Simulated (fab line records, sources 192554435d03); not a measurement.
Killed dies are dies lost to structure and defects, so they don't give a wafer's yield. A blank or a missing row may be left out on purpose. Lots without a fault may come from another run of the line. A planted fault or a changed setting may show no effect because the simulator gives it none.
fab line records | flow n5_finfet
record lots=10 wafers=30 last_day=23
route steps=1938 shown BEOL_M4@1111 BEOL_M6@1247 PASSIVATION@1936
lots that met no fault: from a run of the same line without faults
start_h: hours from the record's first day to the start of the lot's first wafer shown | wait_h: hours since the lot's step before | " the same as in the row above | L1.1+2: a row that stands for several wafers | - no value, or no start given | * or withheld: withheld | < > ~ a bound
route shown NAME@n: a module of which the file shows steps, and the number in the route of the first | usual: mean/standard deviation of fault-free wafers | same: alike in all rows | chamber/n: place in a boat | sites: the reading at each site | _std_site: their standard deviation | _edge_site: outer sites' mean less inner sites' | radius_mm: how far each site lies from the wafer's centre | mask NAME#n: copy n | behind: the tool/chamber that last shaped the wafer | hold: why the lot was held/for how many hours/how that ended | device: the transistor (n, p or np) that didn't switch | end of line: the same wafers' tests at the end of the route | a step without rows: its recipe alone | killed: dies lost to structure and defects at the first sort, not the wafer's yield | map: a wafer's dies, x killed, . not, _ none there
set.NAME: the setting as run; set.NAME@STEP: as run at that earlier step | model.NAME: the simulator's own value behind a step, which no gauge read
steps of the route over a sample of lots; a table a step, a row a wafer
services: from which hour (start_h, from the record's first day; less than 0 if before it) a tool's chamber was out of use, for how many hours, and why
## steps
# step N5_BEOL_M4_RC_MEAS_101
# usual DIBL_N=35.8/1.6 DIBL_P=35.6/2 IOFF_N=0.15/0.031 IOFF_P=0.20/0.033 ION_N=668/12 ION_P=459/6.8 SS_N=71.4/0.53 SS_P=73.1/0.63 VT_N=250/3.5 VT_P=-251/3
# columns lot.wafer tool chamber start_h wait_h DIBL_N[mV/V] DIBL_P[mV/V] IOFF_N[nA/um] IOFF_P[nA/um] ION_N[uA/um] ION_P[uA/um] SS_N[mV/dec] SS_P[mV/dec] VT_N[mV] VT_P[mV]
L258.1 prober-01 0 332.49 0.0 34.4 34.3 0.13 0.19 660 462 70.7 73.0 252 -249
L258.2 " 0 " " 33.6 33.3 0.11 0.17 649 458 70.8 72.6 255 -253
L258.3 " 0 " " 34.4 34.1 0.13 0.18 650 454 70.7 72.7 252 -253
L248.2 prober-02 0 347.77 0.2 35.8 36.3 0.16 0.22 674 464 71.8 72.8 251 -249
L248.4 " 0 " " 36.6 36.9 0.18 0.24 661 451 71.5 73.5 250 -248
L248.5 " 0 " " 35.5 36.1 0.15 0.22 671 464 71.5 73.1 251 -249
L254.1 prober-02 0 360.48 0.0 36.1 32.6 0.14 0.18 660 455 72.3 73.0 251 -251
L254.5 " 0 " " 38.3 34.5 0.16 0.21 658 450 72.0 73.9 249 -250
L254.6 " 0 " " 38.4 35.5 0.17 0.22 670 461 72.3 73.8 246 -249
L250.2 prober-01 0 371.60 0.2 35.1 33.8 0.14 0.18 665 460 70.7 72.5 251 -252
L250.4 " 0 " " 35.5 34.0 0.16 0.19 670 458 71.3 72.5 248 -252
L250.6 " 0 " " 35.7 34.8 0.15 0.19 668 456 70.7 72.8 248 -250
L265.2 prober-01 0 399.52 0.2 37.4 38.2 0.19 0.24 678 453 71.8 73.9 245 -246
L265.4 " 0 " " 37.3 37.3 0.18 0.22 671 457 71.7 74.1 247 -250
L265.5 " 0 " " 37.7 38.8 0.20 0.25 686 466 72.4 74.2 246 -248
L260.2 prober-02 0 402.70 0.2 34.1 33.8 0.11 0.17 655 455 71.3 72.1 253 -253
L260.3 " 0 " " 33.2 32.4 0.11 0.15 643 444 71.7 72.2 256 -256
L260.4 " 0 " " 35.9 35.9 0.15 0.20 668 461 71.4 72.8 253 -251
L264.2 prober-01 0 404.51 0.2 37.5 37.2 0.17 0.22 679 461 71.5 73.1 246 -253
L264.5 " 0 " " 35.6 34.8 0.14 0.19 659 454 71.2 73.4 251 -250
L264.6 " 0 " " 36.9 36.1 0.16 0.21 680 462 71.5 73.6 249 -251
L262.3 prober-01 0 410.25 0.3 36.0 37.2 0.16 0.17 667 454 71.8 73.1 253 -256
L262.4 " 0 " " 35.0 37.0 0.15 0.16 668 454 71.6 73.7 251 -255
L262.5 " 0 " " 37.1 38.1 0.18 0.17 681 448 72.0 73.1 248 -254
L263.2 prober-01 0 414.49 0.2 35.5 34.4 0.15 0.20 656 453 71.4 73.3 251 -250
L263.4 " 0 " " 36.5 37.1 0.18 0.24 687 463 71.7 74.2 249 -249
L263.5 " 0 " " 35.1 34.5 0.15 0.20 648 450 71.2 73.0 253 -252
L266.2 prober-02 0 435.75 0.2 34.3 35.4 0.14 0.18 674 463 70.5 72.9 250 -254
L266.3 " 0 " " 36.0 37.6 0.17 0.20 679 462 71.3 73.1 246 -251
L266.4 " 0 " " 39.0 40.7 0.25 0.27 691 467 72.0 73.1 243 -249
# step N5_BEOL_M6_CD_MEAS_35
# recipe target_cd_nm=40 target_cd_y_nm=28 polarity=opening
# usual cd_nm=40.2/0.91
# columns lot.wafer tool chamber start_h wait_h cd_nm
L248.2 cd_sem-02 - 363.90 0.0 40.1
L248.4 " - " " 40.1
L248.5 " - " " 39.0
L258.1 cd_sem-01 - 375.62 0.0 39.8
L258.2 " - " " 39.4
L258.3 " - " " 41.0
L254.1 cd_sem-03 - 379.54 0.0 38.9
L254.5 " - " " 38.6
L254.6 " - " " 39.5
L250.2 cd_sem-03 - 390.78 0.0 40.5
L250.4 " - " " 40.3
L250.6 " - " " 41.2
L265.2 cd_sem-01 - 419.30 0.0 40.7
L265.4 " - " " 40.6
L265.5 " - " " 40.5
L260.2 cd_sem-02 - 425.53 0.0 41.4
L260.3 " - " " 41.0
L260.4 " - " " 40.0
L264.2 cd_sem-03 - 425.73 0.0 39.6
L264.5 " - " " 39.3
L264.6 " - " " 41.1
L262.3 cd_sem-01 - 429.41 0.0 41.7
L262.4 " - " " 42.9
L262.5 " - " " 41.4
L263.2 cd_sem-03 - 434.19 0.0 40.9
L263.4 " - " " 40.8
L263.5 " - " " 41.2
L266.2 cd_sem-01 - 452.51 0.0 40.5
L266.3 " - " " 40.8
L266.4 " - " " 40.9
# step N5_BEOL_M6_SPUTTER_48
# recipe material=Cu target_thk_a=100 temp_c=-20 bias_v=60 power_w=26000 chamber_pressure_pa=0.13 time_s=1.667
# usual throttle_valve_pct=29.9/1
# columns lot.wafer tool chamber start_h wait_h throttle_valve_pct
L248.2 pvd_sputter-03 - 367.35 0.1 30.1
L248.4 " - " " 29.8
L248.5 " - " " 30.0
L258.1 pvd_sputter-01 - 376.86 0.2 31.1
L258.2 " - " " 27.4
L258.3 " - " " 28.9
L254.1 pvd_sputter-03 - 381.70 0.4 29.6
L254.5 " - " " 30.0
L254.6 " - " " 30.9
L250.2 pvd_sputter-01 - 392.76 0.5 28.7
L250.4 " - " " 30.9
L250.6 " - " " 28.6
L265.2 pvd_sputter-01 - 422.09 0.1 27.1
L265.4 " - " " 30.9
L265.5 " - " " 31.1
L260.2 pvd_sputter-02 - 427.14 0.1 30.1
L260.3 " - " " 30.3
L260.4 " - " " 31.3
L264.2 pvd_sputter-01 - 427.47 0.1 28.7
L264.5 " - " " 28.6
L264.6 " - " " 27.4
L262.3 pvd_sputter-03 - 432.57 1.2 31.1
L262.4 " - " " 29.7
L262.5 " - " " 29.8
L263.2 pvd_sputter-03 - 435.63 0.1 29.6
L263.4 " - " " 30.0
L263.5 " - " " 30.0
L266.2 pvd_sputter-03 - 456.18 0.1 30.0
L266.3 " - " " 29.8
L266.4 " - " " 29.9
# step N5_BEOL_M6_CMP_52
# recipe stop_on=SiCOH_lowk t_overpolish_s=6.9 down_force_psi=1 platen_rpm=50 clearing_platen_down_force_psi=1.5 clearing_platen_rpm=50 post_cmp_clean=cu_alkaline target_thk_nm=80 clearing_platen_pad_velocity_m_s=0.99484 pad_velocity_m_s=0.99484
# usual barrier_field_endpoint_s=28.8/0.71 clearing_platen_rpm=49.999/0.025 edge_zone_pressure_frac=1.000/0.0046 motor_current_A=5.9/0.38 overpolish_run_s=6.900/0.01 slurry_filter_dp_kPa=13.52/0.13 time_to_endpoint_s=63/3.5
# columns lot.wafer tool chamber start_h wait_h barrier_field_endpoint_s clearing_platen_rpm edge_zone_pressure_frac motor_current_A overpolish_run_s slurry_filter_dp_kPa time_to_endpoint_s
L248.4 cmp-01 0 367.86 0.1 28.8 49.996 0.999 6.0 6.885 13.41 57
L248.2 " 1 " " 28.0 49.969 1.003 6.1 6.893 13.41 61
L248.5 " 0 " " 27.6 50.015 0.995 5.9 6.887 13.42 60
L258.1 cmp-04 0 377.62 0.3 28.1 50.011 0.996 6.8 6.895 13.38 59
L258.2 " 1 " " 28.1 49.948 0.999 5.8 6.925 13.60 61
L258.3 " 3 " " 29.5 49.968 0.999 5.9 6.897 13.54 66
L254.1 cmp-04 1 382.31 0.3 28.5 49.999 0.999 5.6 6.915 13.56 63
L254.5 " 0 " " 28.6 49.981 0.998 6.3 6.893 13.44 57
L254.6 " 1 " " 28.8 49.981 0.999 5.6 6.903 13.35 63
L250.4 cmp-03 3 393.26 0.1 28.9 50.022 1.002 6.0 6.889 13.69 66
L250.2 " 0 " " 28.2 49.998 0.994 5.3 6.879 13.59 63
L250.6 " 3 " " 29.7 50.035 1.001 6.3 6.898 13.65 67
L265.4 cmp-04 1 422.60 0.1 28.9 50.011 0.993 5.8 6.902 13.49 61
L265.2 " 0 " " 28.0 49.976 0.998 6.8 6.890 13.56 60
L265.5 " 2 " " 28.9 49.997 1.005 5.6 6.918 13.60 60
L260.4 cmp-03 0 427.75 0.1 28.9 49.997 1.000 5.9 6.907 13.41 63
L260.2 " 2 " " 28.4 49.984 0.998 6.2 6.887 13.34 61
L260.3 " 3 " " 28.7 50.026 1.000 6.0 6.922 13.47 65
L264.2 cmp-01 0 428.15 0.2 28.5 50.029 0.997 6.0 6.900 13.41 65
L264.6 " 0 " " 29.1 49.982 1.002 5.9 6.889 13.63 65
L264.5 " 1 " " 28.9 50.008 0.998 6.0 6.902 13.42 61
L262.3 cmp-01 1 433.08 0.2 28.4 49.977 1.002 6.7 6.904 13.55 62
L262.4 " 2 " " 28.9 49.990 0.995 5.2 6.891 13.59 63
L262.5 " 2 " " 30.2 50.019 0.993 5.4 6.904 13.27 71
L263.2 cmp-03 3 436.89 0.4 27.6 49.960 1.000 5.9 6.907 13.66 63
L263.4 " 0 " " 28.5 50.003 1.000 5.5 6.901 13.50 61
L263.5 " 2 " " 29.2 50.011 1.000 6.1 6.889 13.51 63
L266.2 cmp-03 1 456.69 0.2 30.2 49.999 0.998 5.8 6.901 13.42 63
L266.4 " 3 " " 28.9 50.020 0.996 6.1 6.890 13.58 61
L266.3 " 0 " " 28.3 50.017 0.999 5.4 6.903 13.63 64
# step N5_BEOL_M6_DEP_56
# recipe material=SiCN target_thk_a=100 temp_c=withheld precursor=3MS/NH3 pressure_torr=3 rf_w=202 time_s=17.5
# usual chamber_pressure_Torr=3.000/0.0068 rf_fwd_power_W=199.8/0.66 showerhead_plenum_p_Torr=3.666/0.013 throttle_valve_pct=8.9/0.4
# columns lot.wafer tool chamber start_h wait_h chamber_pressure_Torr rf_fwd_power_W showerhead_plenum_p_Torr throttle_valve_pct
L248.2 pecvd-03 2 368.21 0.0 3.007 198.8 3.674 9.2
L248.4 " 0 " " 3.000 199.2 3.665 9.3
L248.5 " 2 " " 3.003 199.6 3.674 8.9
L258.1 pecvd-04 1 377.98 0.0 - - - -
L258.2 " 0 " " - - - -
L258.3 " 2 " " - - - -
L254.1 pecvd-04 1 382.63 0.0 - - - -
L254.5 " 2 " " - - - -
L254.6 " 1 " " - - - -
L250.2 pecvd-02 0 393.62 0.0 - - - -
L250.4 " 0 " " - - - -
L250.6 " 1 " " - - - -
L265.2 pecvd-04 1 422.96 0.0 2.998 199.4 3.674 9.2
L265.4 " 0 " " 2.994 198.6 3.665 8.3
L265.5 " 1 " " 2.993 200.4 3.660 9.0
L260.2 pecvd-02 0 428.11 0.0 3.005 200.5 3.682 9.1
L260.3 " 2 " " 3.006 200.2 3.635 9.1
L260.4 " 1 " " 2.986 199.7 3.673 8.4
L264.2 pecvd-02 1 428.50 0.0 2.997 199.4 3.673 8.3
L264.5 " 2 " " 3.010 200.0 3.643 9.0
L264.6 " 1 " " 2.998 199.0 3.675 8.4
L262.3 pecvd-02 0 433.44 0.0 2.993 199.0 3.676 8.8
L262.4 " 0 " " 2.993 199.1 3.675 9.3
L262.5 " 1 " " 2.998 199.6 3.675 8.4
L263.2 pecvd-04 0 437.23 0.0 2.996 198.2 3.672 8.4
L263.4 " 0 " " 2.997 198.3 3.681 8.3
L263.5 " 1 " " 2.997 198.5 3.677 8.9
L266.2 pecvd-04 0 457.04 0.0 2.997 199.2 3.678 8.2
L266.3 " 2 " " 3.010 199.5 3.662 8.6
L266.4 " 0 " " 3.006 199.2 3.661 8.3
# step N5_PASSIVATION_PROBE_49
# usual defect_limited_yield=90.7/1.5 killed_at_M0_to_M3=38/11 killed_at_M4_up=15/5.5 killed_at_contacts=12/6 killed_at_front_end=41/11 killed_at_other=3.5/2.7 killed_dies=110/18 killed_on_rim=15/3.6 killed_open=72/13 killed_short=35/8.7 sort_bin_5_function=5.5/1.1 sort_bin_6_memory=3.4/0.63 sort_bin_8_speed=0.01/0.037 sort_n_pass=1070/18 sort_yield_pct=90.7/1.5
# same gross_dies=1180 killed_at_back_side=0 sort_bin_4_leakage[%]=0
# columns lot.wafer tool chamber start_h wait_h defect_limited_yield[%] killed_at_M0_to_M3 killed_at_M4_up killed_at_contacts killed_at_front_end killed_at_other killed_dies killed_on_rim killed_open killed_short sort_bin_5_function[%] sort_bin_6_memory[%] sort_bin_8_speed[%] sort_n_pass sort_yield_pct[%]
L248.2 prober-02 - 469.29 0.1 89.5 51 18 11 40 4 124 13 82 41 5.8 4.2 0 1056 89.5
L248.4 prober-02 - 469.39 0.2 90.3 45 11 22 36 1 115 17 74 39 6.2 3.2 0 1065 90.3
L248.5 prober-02 - 469.44 0.2 90.6 48 11 13 37 2 111 12 74 36 5.6 3.5 0 1069 90.6
L258.1 prober-01 - 474.20 0.0 0 24 1109 11 32 4 1180 152 57 24 96.6 3.1 0 0 0
L258.2 prober-01 - 474.25 0.1 0 29 1102 5 42 2 1180 152 56 28 96.6 3.1 0 0 0
L258.3 prober-01 - 474.30 0.1 0 34 1097 15 33 1 1180 152 59 31 96.2 3.3 0 0 0
L254.1 prober-02 - 474.68 0.0 0 49 1068 20 37 6 1180 152 78 46 95.6 3.8 0 0 0
L254.5 prober-02 - 474.88 0.2 0 49 1085 7 32 7 1180 152 74 34 96.5 3.3 0 0 0
L254.6 prober-02 - 474.93 0.3 0 42 1060 25 49 4 1180 152 83 55 95.7 3.7 0 0 0
L250.2 prober-01 - 496.29 0.1 0 45 1075 15 45 0 1180 152 90 30 95.8 4.0 0 0 0
L250.4 prober-01 - 496.39 0.2 0 44 1092 8 35 1 1180 152 60 37 96.4 3.3 0 0 0
L250.6 prober-01 - 496.49 0.3 0 46 1065 17 52 0 1180 152 75 50 95.5 4.2 0 0 0
L260.2 prober-02 - 517.92 0.1 89.8 26 8 23 63 0 120 18 85 35 5.4 4.4 0 1060 89.8
L260.3 prober-02 - 517.97 0.1 89.7 39 12 15 52 3 121 14 85 33 6.4 3.4 0.34 1055 89.4
L260.4 prober-02 - 518.02 0.2 90.7 37 19 14 36 4 110 20 77 32 6.3 3.0 0 1070 90.7
L265.2 prober-02 - 519.84 0.5 91.7 21 20 9 45 3 98 12 60 30 4.6 3.2 0 1082 91.7
L265.4 prober-02 - 519.94 0.6 89.7 42 10 21 48 1 122 19 81 39 6.3 3.7 0 1058 89.7
L265.5 prober-02 - 519.99 0.7 91.9 22 23 11 39 0 95 17 62 32 5.0 2.8 0 1085 91.9
L264.2 prober-01 - 524.48 0.1 90.3 36 22 8 41 7 114 13 76 32 5.6 3.4 0 1066 90.3
L264.5 prober-01 - 524.63 0.2 90.2 48 13 9 39 7 116 16 81 32 5.7 3.4 0 1064 90.2
L264.6 prober-01 - 524.68 0.3 90.4 53 17 13 28 2 113 20 84 29 5.3 3.8 0 1067 90.4
L262.3 prober-02 - 536.03 0.1 89.7 51 17 11 41 1 121 13 81 35 6.1 3.6 0 1059 89.7
L262.4 prober-02 - 536.08 0.2 89.2 44 18 7 56 3 128 15 70 52 6.4 3.6 0 1052 89.2
L262.5 prober-02 - 536.13 0.2 88.9 28 17 13 73 0 131 17 98 33 6.4 4.2 0 1049 88.9
L263.2 prober-02 - 537.23 0.1 92.7 31 17 5 29 4 86 7 62 24 3.1 4.1 0 1094 92.7
L263.4 prober-02 - 537.33 0.2 90.5 40 10 6 48 8 112 17 79 33 5.3 3.8 0 1068 90.5
L263.5 prober-02 - 537.38 0.2 90.7 33 20 7 47 3 110 14 77 33 5.4 3.7 0 1070 90.7
# killed by level:class
L248.2 BEOL_M0_SAQP:geometric_particle:short=14 BEOL_M0_SAQP:geometric_particle:open=13 STI_FIN_REVEAL:geometric_particle:open=12 MOL_CONTACT_COAG:geometric_particle:open=10 BEOL_M2:geometric_particle:open=9 BEOL_M4:geometric_particle:open=8 FIN_SAQP:geometric_particle:open=6 BEOL_M1:geometric_particle:open=6
L248.4 STI_FIN_REVEAL:geometric_particle:open=15 MOL_CONTACT_COAG:geometric_particle:open=15 BEOL_M2:geometric_particle:open=8 BEOL_M3:geometric_particle:open=8 MOL_CONTACT_COAG:geometric_particle:short=7 BEOL_M0_SAQP:geometric_particle:short=7 BEOL_M0_SAQP:geometric_particle:open=7 FIN_SAQP:geometric_particle:open=5
L248.5 MOL_CONTACT_COAG:geometric_particle:open=11 BEOL_M2:geometric_particle:open=10 STI_FIN_REVEAL:geometric_particle:open=8 BEOL_M3:geometric_particle:open=8 BEOL_M0_SAQP:geometric_particle:short=7 BEOL_M1:geometric_particle:open=7 BEOL_M0:geometric_particle:open=6 STARTING-WAFER:geometric_particle:short=6
L258.1 BEOL_M6:area_dep=1098 FIN_SAQP:geometric_particle:open=11 MOL_CONTACT_COAG:geometric_particle:open=9 BEOL_M0_SAQP:geometric_particle:short=7 STI_FIN_REVEAL:geometric_particle:open=5 BEOL_M0_SAQP:geometric_particle:open=5 STARTING-WAFER:geometric_particle:short=5 FIN_SAQP:geometric_particle:short=4
L258.2 BEOL_M6:area_dep=1096 FIN_SAQP:geometric_particle:open=13 FIN_SAQP:geometric_particle:short=10 BEOL_M3:geometric_particle:open=10 BEOL_M0_SAQP:geometric_particle:open=9 MOL_CONTACT_COAG:geometric_particle:open=5 BEOL_M2:geometric_particle:open=4 STARTING-WAFER:geometric_particle:short=4
L258.3 BEOL_M6:area_dep=1090 MOL_CONTACT_COAG:geometric_particle:open=15 STI_FIN_REVEAL:geometric_particle:open=9 BEOL_M0_SAQP:geometric_particle:open=8 BEOL_M3:geometric_particle:short=7 FIN_SAQP:geometric_particle:short=6 BEOL_M3:geometric_particle:open=6 FIN_SAQP:geometric_particle:open=5
L254.1 BEOL_M6:area_dep=1056 MOL_CONTACT_COAG:geometric_particle:open=16 BEOL_M0_SAQP:geometric_particle:open=16 FIN_SAQP:geometric_particle:short=10 DUMMY_GATE:geometric_particle:open=9 BEOL_M0_SAQP:geometric_particle:short=9 BEOL_M2:geometric_particle:open=7 BEOL_M1:geometric_particle:short=5
L254.5 BEOL_M6:area_dep=1069 BEOL_M0_SAQP:geometric_particle:open=13 BEOL_M0_SAQP:geometric_particle:short=10 FIN_SAQP:geometric_particle:open=9 MOL_CONTACT_COAG:geometric_particle:open=7 BEOL_M1:geometric_particle:open=7 BEOL_M4:geometric_particle:open=7 STI_FIN_REVEAL:geometric_particle:open=6
L254.6 BEOL_M6:area_dep=1042 MOL_CONTACT_COAG:geometric_particle:open=20 FIN_SAQP:geometric_particle:short=13 FIN_SAQP:geometric_particle:open=10 BEOL_M2:geometric_particle:open=8 BEOL_M0_SAQP:geometric_particle:short=8 GATE_CUT:geometric_particle:short=6 BEOL_M4:geometric_particle:open=6
L250.2 BEOL_M6:area_dep=1060 BEOL_M0_SAQP:geometric_particle:open=13 MOL_CONTACT_COAG:geometric_particle:open=9 BEOL_M2:geometric_particle:open=9 BEOL_M1:geometric_particle:open=7 BEOL_M3:geometric_particle:open=7 MOL_CONTACT_COAG:geometric_particle:short=6 BEOL_M4:geometric_particle:open=6
L250.4 BEOL_M6:area_dep=1083 DUMMY_GATE:geometric_particle:open=11 BEOL_M2:geometric_particle:open=11 BEOL_M0_SAQP:geometric_particle:short=8 BEOL_M0_SAQP:geometric_particle:open=7 BEOL_M3:geometric_particle:open=7 STARTING-WAFER:geometric_particle:short=6 MOL_CONTACT_COAG:geometric_particle:open=5
L250.6 BEOL_M6:area_dep=1055 MOL_CONTACT_COAG:geometric_particle:open=17 BEOL_M0_SAQP:geometric_particle:short=14 GATE_CUT:geometric_particle:short=9 BEOL_M0_SAQP:geometric_particle:open=9 FIN_SAQP:geometric_particle:open=8 BEOL_M3:geometric_particle:open=8 FIN_SAQP:geometric_particle:short=7
L260.2 MOL_CONTACT_COAG:geometric_particle:open=18 FIN_SAQP:geometric_particle:open=17 STI_FIN_REVEAL:geometric_particle:open=12 BEOL_M2:geometric_particle:open=8 BEOL_M0_SAQP:geometric_particle:short=7 FIN_SAQP:geometric_particle:short=6 DUMMY_GATE:geometric_particle:open=5 ILD0:geometric_particle:open=5
L260.3 BEOL_M1:geometric_particle:open=15 FIN_SAQP:geometric_particle:open=14 MOL_CONTACT_COAG:geometric_particle:open=12 STI_FIN_REVEAL:geometric_particle:open=10 FIN_SAQP:geometric_particle:short=7 BEOL_M3:geometric_particle:open=6 BEOL_M2:geometric_particle:open=6 BEOL_M4:geometric_particle:open=6
L260.4 MOL_CONTACT_COAG:geometric_particle:open=11 BEOL_M2:geometric_particle:open=10 FIN_SAQP:geometric_particle:open=7 BEOL_M2:geometric_particle:short=7 BEOL_M3:geometric_particle:open=7 BEOL_M1:geometric_particle:open=6 DUMMY_GATE:geometric_particle:open=5 ILD0:geometric_particle:open=4
L265.2 BEOL_M4:geometric_particle:open=8 FIN_SAQP:geometric_particle:short=7 MOL_CONTACT_COAG:geometric_particle:open=6 BEOL_M2:geometric_particle:open=6 HKMG_FIN:area_etch=6 FIN_SAQP:geometric_particle:open=5 GATE_CUT:geometric_particle:open=5 BEOL_M0_SAQP:geometric_particle:open=5
L265.4 MOL_CONTACT_COAG:geometric_particle:open=18 FIN_SAQP:geometric_particle:short=11 FIN_SAQP:geometric_particle:open=10 BEOL_M0_SAQP:geometric_particle:short=9 BEOL_M3:geometric_particle:open=9 BEOL_M0_SAQP:geometric_particle:open=8 GATE_CUT:geometric_particle:short=5 BEOL_M1:geometric_particle:open=5
L265.5 STI_FIN_REVEAL:geometric_particle:open=9 MOL_CONTACT_COAG:geometric_particle:open=8 GATE_CUT:geometric_particle:short=7 BEOL_M4:geometric_particle:open=7 FIN_SAQP:geometric_particle:short=5 FIN_SAQP:geometric_particle:open=5 BEOL_M0_SAQP:geometric_particle:short=5 BEOL_M3:geometric_particle:open=5
L264.2 FIN_SAQP:geometric_particle:open=11 BEOL_M3:geometric_particle:open=9 FIN_SAQP:geometric_particle:short=8 BEOL_M4:geometric_particle:open=8 MOL_CONTACT_COAG:geometric_particle:open=6 BEOL_M1:geometric_particle:open=6 STI_FIN_REVEAL:geometric_particle:open=5 BEOL_M0_SAQP:geometric_particle:short=5
L264.5 FIN_SAQP:geometric_particle:open=15 BEOL_M1:geometric_particle:open=10 BEOL_M0_SAQP:geometric_particle:short=9 BEOL_M3:geometric_particle:open=9 BEOL_M0_SAQP:geometric_particle:open=8 BEOL_M4:geometric_particle:open=8 MOL_CONTACT_COAG:geometric_particle:open=7 GATE_CUT:geometric_particle:short=6
L264.6 BEOL_M1:geometric_particle:open=20 FIN_SAQP:geometric_particle:open=13 BEOL_M4:geometric_particle:open=11 MOL_CONTACT_COAG:geometric_particle:open=11 BEOL_M3:geometric_particle:open=9 BEOL_M0_SAQP:geometric_particle:short=8 BEOL_M0_SAQP:geometric_particle:open=7 FIN_SAQP:geometric_particle:short=5
L262.3 BEOL_M0_SAQP:geometric_particle:short=17 BEOL_M0_SAQP:geometric_particle:open=15 STI_FIN_REVEAL:geometric_particle:open=13 MOL_CONTACT_COAG:geometric_particle:open=9 BEOL_M1:geometric_particle:open=6 FIN_SAQP:geometric_particle:open=5 BEOL_M4:geometric_particle:open=5 BEOL_M1:geometric_particle:short=5
L262.4 STI_FIN_REVEAL:geometric_particle:open=19 BEOL_M0_SAQP:geometric_particle:short=16 BEOL_M0_SAQP:geometric_particle:open=14 FIN_SAQP:geometric_particle:short=11 BEOL_M4:geometric_particle:open=11 STI_FIN_REVEAL:geometric_particle:short=7 MOL_CONTACT_COAG:geometric_particle:open=5 BEOL_M1:geometric_particle:open=5
L262.5 STI_FIN_REVEAL:geometric_particle:open=29 BEOL_M4:geometric_particle:open=12 FIN_SAQP:geometric_particle:open=11 MOL_CONTACT_COAG:geometric_particle:open=10 BEOL_M0_SAQP:geometric_particle:open=10 FIN_SAQP:geometric_particle:short=7 DUMMY_GATE:geometric_particle:open=6 STI_FIN_REVEAL:geometric_particle:short=5
L263.2 BEOL_M1:geometric_particle:open=11 BEOL_M4:geometric_particle:open=10 STI_FIN_REVEAL:geometric_particle:open=9 FIN_SAQP:geometric_particle:short=5 MOL_CONTACT_COAG:geometric_particle:open=5 BEOL_M0:geometric_particle:open=5 BEOL_M3:geometric_particle:open=5 FIN_SAQP:geometric_particle:open=4
L263.4 FIN_SAQP:geometric_particle:open=17 FIN_SAQP:geometric_particle:short=9 BEOL_M0_SAQP:geometric_particle:short=8 BEOL_M1:geometric_particle:open=8 BEOL_M2:geometric_particle:open=7 BEOL_M3:geometric_particle:open=6 BEOL_M4:geometric_particle:open=6 STI_FIN_REVEAL:geometric_particle:open=5
L263.5 BEOL_M4:geometric_particle:open=14 FIN_SAQP:geometric_particle:short=13 FIN_SAQP:geometric_particle:open=13 BEOL_M2:geometric_particle:open=9 BEOL_M3:geometric_particle:open=8 MOL_CONTACT_COAG:geometric_particle:open=7 STI_FIN_REVEAL:geometric_particle:open=6 BEOL_M0_SAQP:geometric_particle:short=5
## services
# columns tool chamber start_h hours kind
pecvd-02 0 345.10 2.8 repair
cmp-04 - 348.85 20.0 repair
cmp-01 - 360.10 4.0 pm
cmp-03 - 366.32 5.1 pm
pecvd-03 2 378.09 4.2 repair
pecvd-03 2 388.56 5.0 scheduled_down
cmp-01 - 393.66 2.9 repair
cmp-04 - 409.82 5.9 pm
pecvd-02 2 412.23 2.6 repair
cmp-01 - 428.90 0.8 repair
pecvd-02 - 430.83 0.7 repair
cmp-03 - 431.23 2.5 repair
cmp-01 - 434.62 2.7 repair
pecvd-02 0 437.61 12.9 repair
pvd_sputter-01 - 437.89 2.9 repair
pecvd-03 - 445.76 6.0 pm
pecvd-02 0 450.51 2.1 scheduled_down
cmp-04 - 450.97 9.2 repair
## key
first_sign step=N5_BEOL_M6_DEP_56 reading=tool_record direction=missing
effect step=N5_PASSIVATION_PROBE_49 reading=killed_at_M4_up direction=up sigmas=99+ usual=15 struck=1084
more_kills_born_at N5_BEOL_M6_DEP_56@pecvd-04=6451 N5_BEOL_M6_DEP_56@pecvd-02=3198
met_at N5_BEOL_M6_DEP_56
struck_lots L250,L254,L258
later_rows_left_out L250.2,L250.4,L250.6,L254.1,L254.5,L254.6,L258.1,L258.2,L258.3
not_acting_at N5_BEOL_M6_CD_MEAS_35,N5_BEOL_M6_SPUTTER_48,N5_BEOL_M6_CMP_52
fault kind=skipped_step_whole tool=pecvd-02,pecvd-04 chamber=- onset_h=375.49 steps=N5_BEOL_M6_DEP_56 scope=struck_lots_only
# later_rows_left_out: the simulator's readings of these wafers behind a module that went badly wrong aren't trusted and aren't shown, but for the sort
